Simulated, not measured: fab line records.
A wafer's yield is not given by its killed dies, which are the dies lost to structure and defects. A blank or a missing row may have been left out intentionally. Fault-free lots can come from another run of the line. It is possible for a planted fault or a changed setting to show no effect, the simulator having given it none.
fab line records | flow n5_finfet
record lots=6 | wafers=18 | last_day=19
route steps=1938 shown BEOL_M1@812 BEOL_M4@1111 PASSIVATION@1936
lots with no fault: from the same line, run without faults
start_h: start of the lot's first displayed wafer, in hours after the record's first day | wait_h: how many hours have passed since the lot's step before this one | " identical to the entry in the row above | L1.1+2: one row covering several wafers at once | - no value, or no start was given | * or withheld: withheld | < > ~ a bound
route shown NAME@n: a module of which the file shows steps, and the number in the route of the first | usual: mean and standard deviation over wafers with no fault | same: alike in all rows | chamber/n: place in a boat | sites: readings site by site | _std_site: the standard deviation of these | _edge_site: mean of outer sites minus mean of inner sites | radius_mm: how far each site lies from the wafer's centre | mask NAME#n: copy n | behind: tool/chamber where the wafer was last shaped | hold: cause of the lot's hold/its duration in hours/its outcome | device: which transistor (n, p or np) failed to switch | end of line: at the end of the route, the tests of the same wafers | where a step has no rows: the recipe by itself | killed: dies lost to structure and defects at the first sort, not the wafer's yield | map: shows each die of a wafer: x if killed, . if not, _ if none is there
set.NAME: the run value of the setting; set.NAME@STEP: its run value at that earlier step | model.NAME: the simulator's own value behind a step, which no gauge read
lots seen at some steps along the route; tables by step, rows by wafer
services: the hour from which a tool's chamber was out of use, counted from the record's first day as start_h (under 0 if before that day), plus the number of hours and why
## steps
# step N5_BEOL_M1_SURFACE_TREAT_85
# recipe gas=Ar | time_s=* | ion_energy_ev=* | ion_current_ma_cm2=0.5 | pressure_mtorr=* | ar_flow_sccm=30
# step N5_BEOL_M1_CVD_47
# recipe material=Co | target_thk_a=30 | temp_c=withheld | precursor=CCTBA/H2 | pressure_torr=30 | time_s=223.8
# step N5_BEOL_M1_SPUTTER_48
# recipe material=Cu | target_thk_a=45 | temp_c=-20 | chamber_pressure_pa=0.07 | power_w=withheld | time_s=8.29
# usual chamber_pressure_pa=0.07001/0.00014 | chuck_sensor_temp_C=-15.8/0.49 | substrate_temp_c=-19.99/0.093 | throttle_valve_pct=30.2/0.98
lot.wafer | tool           | chamber | start_h | wait_h | chamber_pressure_pa | chuck_sensor_temp_C | substrate_temp_c | throttle_valve_pct
L598.1    | pvd_sputter-02 | -       | 185.47  | 0.2    | 0.06994             | -15.5               | -20.02           | 29.6
L598.2    | "              | -       | "       | "      | 0.07015             | -16.0               | -19.94           | 30.0
L598.4    | "              | -       | "       | "      | 0.0701              | -16.4               | -20.01           | 29.8
L599.1    | pvd_sputter-01 | -       | 186.88  | 1.4    | 0.07008             | -15.5               | -20.08           | 30.4
L599.5    | "              | -       | "       | "      | 0.07018             | -15.1               | -20.07           | 30.3
L599.6    | "              | -       | "       | "      | 0.06999             | -16.5               | -19.99           | 30.9
L601.1    | pvd_sputter-01 | -       | 197.28  | 0.2    | 0.07008             | -16.6               | -19.89           | 30.3
L601.2    | "              | -       | "       | "      | 0.06983             | -15.8               | -20.12           | 28.3
L601.3    | "              | -       | "       | "      | 0.06985             | -15.1               | -19.86           | 30.2
L604.1    | pvd_sputter-01 | -       | 215.23  | 0.2    | 0.07005             | -15.7               | -20.04           | 28.0
L604.5    | "              | -       | "       | "      | 0.07003             | -16.8               | -20.00           | 30.7
L604.6    | "              | -       | "       | "      | 0.06991             | -15.1               | -20.00           | 30.1
L611.2    | pvd_sputter-02 | -       | 258.45  | 0.2    | 0.06998             | -16.1               | -20.08           | 30.5
L611.3    | "              | -       | "       | "      | 0.07005             | -15.4               | -20.08           | 31.7
L611.6    | "              | -       | "       | "      | 0.07022             | -16.4               | -20.04           | 29.3
L613.1    | pvd_sputter-02 | -       | 267.00  | 0.1    | 0.0702              | -15.3               | -20.13           | 31.9
L613.2    | "              | -       | "       | "      | 0.07015             | -15.7               | -20.02           | 29.8
L613.6    | "              | -       | "       | "      | 0.07017             | -15.3               | -19.94           | 30.1
# step N5_BEOL_M1_ANNEAL_49
# recipe temp_c=400 | time_s=240 | ambient=vacuum
# step N5_BEOL_M1_SPUTTER_79
# recipe material=Cu | target_thk_a=45 | temp_c=-20 | chamber_pressure_pa=0.07 | power_w=withheld | time_s=8.29
# usual chamber_pressure_pa=0.06999/0.00014 | chuck_sensor_temp_C=-15.8/0.49 | substrate_temp_c=-20.00/0.1 | throttle_valve_pct=30.2/0.99
lot.wafer | tool           | chamber | start_h | wait_h | chamber_pressure_pa | chuck_sensor_temp_C | substrate_temp_c | throttle_valve_pct
L598.1    | pvd_sputter-02 | -       | 185.69  | 0.1    | 0.06984             | -15.3               | -20.12           | 29.7
L598.2    | "              | -       | "       | "      | 0.0701              | -16.1               | -19.96           | 30.3
L598.4    | "              | -       | "       | "      | 0.0697              | -16.5               | -20.06           | 29.5
L599.1    | pvd_sputter-01 | -       | 187.10  | 0.1    | 0.07024             | -15.1               | -20.12           | 30.1
L599.5    | "              | -       | "       | "      | 0.06994             | -15.0               | -20.08           | 30.3
L599.6    | "              | -       | "       | "      | 0.06983             | -16.5               | -20.02           | 30.6
L601.1    | pvd_sputter-01 | -       | 197.50  | 0.1    | 0.07002             | -16.6               | -19.99           | 30.5
L601.2    | "              | -       | "       | "      | 0.06987             | -15.6               | -20.02           | 28.3
L601.3    | "              | -       | "       | "      | 0.06983             | -15.4               | -19.90           | 30.2
L604.1    | pvd_sputter-01 | -       | 215.45  | 0.1    | 0.06984             | -15.4               | -20.08           | 28.1
L604.5    | "              | -       | "       | "      | 0.06989             | -16.6               | -20.10           | 30.6
L604.6    | "              | -       | "       | "      | 0.06986             | -15.1               | -20.12           | 30.0
L611.2    | pvd_sputter-02 | -       | 258.67  | 0.1    | 0.07021             | -16.0               | -20.09           | 30.1
L611.3    | "              | -       | "       | "      | 0.06996             | -15.5               | -19.83           | 31.9
L611.6    | "              | -       | "       | "      | 0.06999             | -16.5               | -19.93           | 29.7
L613.1    | pvd_sputter-02 | -       | 267.22  | 0.1    | 0.06995             | -15.3               | -20.06           | 32.0
L613.2    | "              | -       | "       | "      | 0.06995             | -15.5               | -19.95           | 30.2
L613.6    | "              | -       | "       | "      | 0.07017             | -15.4               | -20.00           | 29.9
# step N5_BEOL_M1_ANNEAL_80
# recipe temp_c=400 | time_s=240 | ambient=vacuum
# step N5_BEOL_M1_SPUTTER_81
# recipe material=Cu | target_thk_a=45 | temp_c=-20 | chamber_pressure_pa=0.07 | power_w=withheld | time_s=8.29
# step N5_BEOL_M1_ANNEAL_82
# recipe temp_c=400 | time_s=240 | ambient=vacuum
# usual heater_power_w=846/83
lot.wafer | tool           | chamber | start_h | wait_h | heater_power_w
L598.1    | pvd_sputter-02 | -       | 185.99  | 0.0    | 849
L598.2    | "              | -       | "       | "      | 1015
L598.4    | "              | -       | "       | "      | 760
L599.1    | pvd_sputter-01 | -       | 187.40  | 0.0    | 711
L599.5    | "              | -       | "       | "      | 710
L599.6    | "              | -       | "       | "      | 898
L601.1    | pvd_sputter-01 | -       | 197.80  | 0.0    | 895
L601.2    | "              | -       | "       | "      | 852
L601.3    | "              | -       | "       | "      | 738
L604.1    | pvd_sputter-01 | -       | 215.75  | 0.0    | 839
L604.5    | "              | -       | "       | "      | 859
L604.6    | "              | -       | "       | "      | 711
L611.2    | pvd_sputter-02 | -       | 258.97  | 0.0    | 989
L611.3    | "              | -       | "       | "      | 927
L611.6    | "              | -       | "       | "      | 776
L613.1    | pvd_sputter-02 | -       | 267.52  | 0.0    | 880
L613.2    | "              | -       | "       | "      | 862
L613.6    | "              | -       | "       | "      | 906
# step N5_BEOL_M1_SPUTTER_86
# recipe material=Cu | target_thk_a=45 | temp_c=-20 | chamber_pressure_pa=0.07 | power_w=withheld | time_s=8.29
# step N5_BEOL_M1_ANNEAL_87
# recipe temp_c=400 | time_s=240 | ambient=vacuum
# usual heater_power_w=848/83
lot.wafer | tool           | chamber | start_h | wait_h | heater_power_w
L598.1    | pvd_sputter-02 | -       | 186.21  | 0.0    | 875
L598.2    | "              | -       | "       | "      | 1004
L598.4    | "              | -       | "       | "      | 756
L599.1    | pvd_sputter-01 | -       | 187.62  | 0.0    | 696
L599.5    | "              | -       | "       | "      | 722
L599.6    | "              | -       | "       | "      | 883
L601.1    | pvd_sputter-01 | -       | 198.02  | 0.0    | 904
L601.2    | "              | -       | "       | "      | 845
L601.3    | "              | -       | "       | "      | 737
L604.1    | pvd_sputter-01 | -       | 215.97  | 0.0    | 845
L604.5    | "              | -       | "       | "      | 883
L604.6    | "              | -       | "       | "      | 716
L611.2    | pvd_sputter-02 | -       | 259.19  | 0.0    | 1017
L611.3    | "              | -       | "       | "      | 895
L611.6    | "              | -       | "       | "      | 752
L613.1    | pvd_sputter-02 | -       | 267.74  | 0.0    | 906
L613.2    | "              | -       | "       | "      | 876
L613.6    | "              | -       | "       | "      | 872
# step N5_BEOL_M1_SPUTTER_88
# recipe material=Cu | target_thk_a=45 | temp_c=-20 | chamber_pressure_pa=0.07 | power_w=withheld | time_s=8.29
# step N5_BEOL_M1_ANNEAL_89
# recipe temp_c=400 | time_s=240 | ambient=vacuum
# usual heater_power_w=848/85
lot.wafer | tool           | chamber | start_h | wait_h | heater_power_w
L598.1    | pvd_sputter-02 | -       | 186.43  | 0.0    | 854
L598.2    | "              | -       | "       | "      | 1000
L598.4    | "              | -       | "       | "      | 756
L599.1    | pvd_sputter-01 | -       | 187.84  | 0.0    | 728
L599.5    | "              | -       | "       | "      | 705
L599.6    | "              | -       | "       | "      | 867
L601.1    | pvd_sputter-01 | -       | 198.24  | 0.0    | 870
L601.2    | "              | -       | "       | "      | 846
L601.3    | "              | -       | "       | "      | 714
L604.1    | pvd_sputter-01 | -       | 216.19  | 0.0    | 844
L604.5    | "              | -       | "       | "      | 883
L604.6    | "              | -       | "       | "      | 709
L611.2    | pvd_sputter-02 | -       | 259.41  | 0.0    | 1000
L611.3    | "              | -       | "       | "      | 910
L611.6    | "              | -       | "       | "      | 764
L613.1    | pvd_sputter-02 | -       | 267.96  | 0.0    | 909
L613.2    | "              | -       | "       | "      | 915
L613.6    | "              | -       | "       | "      | 875
# step N5_BEOL_M1_SPUTTER_90
# recipe material=Cu | target_thk_a=45 | temp_c=-20 | chamber_pressure_pa=0.07 | power_w=withheld | time_s=8.29
# usual chamber_pressure_pa=0.07002/0.00013 | chuck_sensor_temp_C=-15.8/0.48 | substrate_temp_c=-20.00/0.11 | throttle_valve_pct=30.2/0.96
lot.wafer | tool           | chamber | start_h | wait_h | chamber_pressure_pa | chuck_sensor_temp_C | substrate_temp_c | throttle_valve_pct
L598.1    | pvd_sputter-02 | -       | 186.57  | 0.1    | 0.07008             | -15.4               | -19.91           | 29.7
L598.2    | "              | -       | "       | "      | 0.06991             | -16.0               | -19.84           | 30.1
L598.4    | "              | -       | "       | "      | 0.07003             | -16.4               | -20.09           | 29.6
L599.1    | pvd_sputter-01 | -       | 187.98  | 0.1    | 0.06988             | -15.3               | -19.86           | 30.3
L599.5    | "              | -       | "       | "      | 0.07005             | -15.1               | -19.93           | 30.3
L599.6    | "              | -       | "       | "      | 0.06993             | -16.5               | -19.94           | 30.4
L601.1    | pvd_sputter-01 | -       | 198.38  | 0.1    | 0.06711             | -16.5               | -19.99           | 31.3
L601.2    | "              | -       | "       | "      | 0.06719             | -15.6               | -20.11           | 28.7
L601.3    | "              | -       | "       | "      | 0.06705             | -15.2               | -20.20           | 30.9
L604.1    | pvd_sputter-01 | -       | 216.33  | 0.1    | 0.06696             | -15.6               | -19.95           | 28.9
L604.5    | "              | -       | "       | "      | 0.06704             | -16.4               | -20.01           | 31.4
L604.6    | "              | -       | "       | "      | 0.06707             | -15.3               | -20.00           | 30.8
L611.2    | pvd_sputter-02 | -       | 259.55  | 0.1    | 0.07016             | -16.2               | -19.88           | 30.0
L611.3    | "              | -       | "       | "      | 0.07003             | -15.2               | -20.00           | 31.5
L611.6    | "              | -       | "       | "      | 0.07022             | -16.3               | -19.97           | 29.8
L613.1    | pvd_sputter-02 | -       | 268.10  | 0.1    | 0.07022             | -15.1               | -20.16           | 32.0
L613.2    | "              | -       | "       | "      | 0.07001             | -15.3               | -20.18           | 30.0
L613.6    | "              | -       | "       | "      | 0.06997             | -15.5               | -19.97           | 29.8
# step N5_BEOL_M1_ANNEAL_91
# recipe temp_c=400 | time_s=240 | ambient=vacuum
# step N5_BEOL_M4_RC_MEAS_101
# usual DIBL_N=36.6/1.9 | DIBL_P=36.7/2.2 | IOFF_N=0.16/0.035 | IOFF_P=0.22/0.038 | ION_N=672/14 | ION_P=462/8.3 | SS_N=71.6/0.65 | SS_P=73.5/0.72 | VT_N=250/3.5 | VT_P=-250/3.1
lot.wafer | tool      | chamber | start_h | wait_h | DIBL_N[mV/V] | DIBL_P[mV/V] | IOFF_N[nA/um] | IOFF_P[nA/um] | ION_N[uA/um] | ION_P[uA/um] | SS_N[mV/dec] | SS_P[mV/dec] | VT_N[mV] | VT_P[mV]
L598.1    | prober-01 | 0       | 238.46  | 0.0    | 37.5         | 37.2         | 0.16          | 0.23          | 672          | 461          | 71.6         | 73.0         | 251      | -250
L598.2    | "         | 0       | "       | "      | 34.7         | 34.3         | 0.12          | 0.17          | 664          | 463          | 71.3         | 72.4         | 255      | -253
L598.4    | "         | 0       | "       | "      | 36.8         | 36.2         | 0.15          | 0.21          | 670          | 461          | 71.6         | 72.9         | 250      | -251
L599.1    | prober-02 | 0       | 249.12  | 0.0    | 35.6         | 36.2         | 0.14          | 0.20          | 654          | 455          | 71.2         | 72.7         | 252      | -253
L599.5    | "         | 0       | "       | "      | 36.5         | 36.0         | 0.14          | 0.19          | 669          | 463          | 71.6         | 72.9         | 252      | -251
L599.6    | "         | 0       | "       | "      | 35.6         | 35.9         | 0.13          | 0.19          | 660          | 450          | 71.8         | 73.9         | 254      | -251
L601.1    | prober-01 | 0       | 254.48  | 0.0    | 36.8         | 38.6         | 0.19          | 0.23          | 663          | 457          | 72.4         | 73.6         | 249      | -250
L601.2    | "         | 0       | "       | "      | 35.0         | 37.0         | 0.15          | 0.21          | 673          | 464          | 71.7         | 73.5         | 252      | -251
L601.3    | "         | 0       | "       | "      | 35.1         | 37.3         | 0.15          | 0.22          | 659          | 455          | 71.3         | 73.4         | 253      | -251
L604.1    | prober-02 | 0       | 279.58  | 0.0    | 35.7         | 36.3         | 0.14          | 0.20          | 675          | 469          | 72.0         | 73.0         | 254      | -251
L604.5    | "         | 0       | "       | "      | 35.3         | 36.2         | 0.14          | 0.20          | 676          | 470          | 70.9         | 72.9         | 252      | -250
L604.6    | "         | 0       | "       | "      | 37.5         | 39.4         | 0.17          | 0.24          | 663          | 452          | 71.9         | 74.2         | 250      | -249
L611.2    | prober-02 | 0       | 326.46  | 0.2    | 37.6         | 36.4         | 0.17          | 0.23          | 691          | 474          | 71.6         | 72.2         | 250      | -249
L611.3    | "         | 0       | "       | "      | 36.2         | 34.1         | 0.14          | 0.19          | 658          | 453          | 71.8         | 72.1         | 253      | -253
L611.6    | "         | 0       | "       | "      | 39.4         | 38.0         | 0.21          | 0.27          | 677          | 462          | 72.8         | 73.4         | 247      | -249
L613.1    | prober-01 | 0       | 327.85  | 0.0    | 39.5         | 41.3         | 0.23          | 0.30          | 693          | 471          | 72.2         | 74.0         | 245      | -245
L613.2    | "         | 0       | "       | "      | 34.9         | 35.8         | 0.13          | 0.19          | 670          | 464          | 71.5         | 73.0         | 251      | -253
L613.6    | "         | 0       | "       | "      | 38.2         | 40.7         | 0.21          | 0.30          | 698          | 471          | 71.8         | 73.9         | 246      | -245
# step N5_PASSIVATION_PROBE_49
# usual defect_limited_yield=91.6/1.4 | killed_at_M0_to_M3=35/10 | killed_at_M4_up=13/4.8 | killed_at_contacts=12/7.2 | killed_at_front_end=36/12 | killed_at_other=4/3.1 | killed_dies=100/17 | killed_open=66/13 | killed_short=32/7.3 | sort_bin_5_function=5.0/0.94 | sort_bin_6_memory=3.1/0.67 | sort_n_pass=1080/17 | sort_yield_pct=91.6/1.4
# same gross_dies=1180 | killed_at_back_side=0 | sort_bin_4_leakage[%]=0 | sort_bin_8_speed[%]=0
lot.wafer | tool      | chamber | start_h | wait_h | defect_limited_yield[%] | killed_at_M0_to_M3 | killed_at_M4_up | killed_at_contacts | killed_at_front_end | killed_at_other | killed_dies | killed_open | killed_short | sort_bin_5_function[%] | sort_bin_6_memory[%] | sort_n_pass | sort_yield_pct[%]
L604.6    | prober-02 | -       | 407.42  | 0.3    | 93.6                    | 30                 | 22              | 5                  | 18                  | 0               | 75          | 52          | 22           | 4.3                    | 1.9                  | 1105        | 93.6
# killed by level:class
L604.6 BEOL_M4:geometric_particle:open=10 BEOL_M0_SAQP:geometric_particle:short=9 BEOL_M0_SAQP:geometric_particle:open=9 BEOL_M2:geometric_particle:open=6 MOL_CONTACT_COAG:geometric_particle:open=5 BEOL_M6:geometric_particle:open=4 GATE_CUT:geometric_particle:open=3 FIN_SAQP:geometric_particle:open=2
## services
tool           | chamber | start_h | hours | kind
pvd_sputter-02 | -       | 168.67  | 3.0   | repair
## key
first_sign step=N5_BEOL_M1_SPUTTER_90 | reading=chamber_pressure_pa | direction=down | sigmas=23 | usual=0.07002 | struck=0.06707
effect none on later readings
met_at N5_BEOL_M1_SPUTTER_90
struck_wafers L601.1,L601.2,L601.3,L604.1,L604.5,L604.6
onset_between 187.98 198.38
fault kind=process_parameter_drift | tool=pvd_sputter-01 | chamber=- | onset_h=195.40 | steps=N5_BEOL_M1_SPUTTER_90 | channel=chamber_pressure_pa | offset=-0.0029564 | shape=step | end_h=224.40 | acts_in=these_recipes_only | stated=0.07
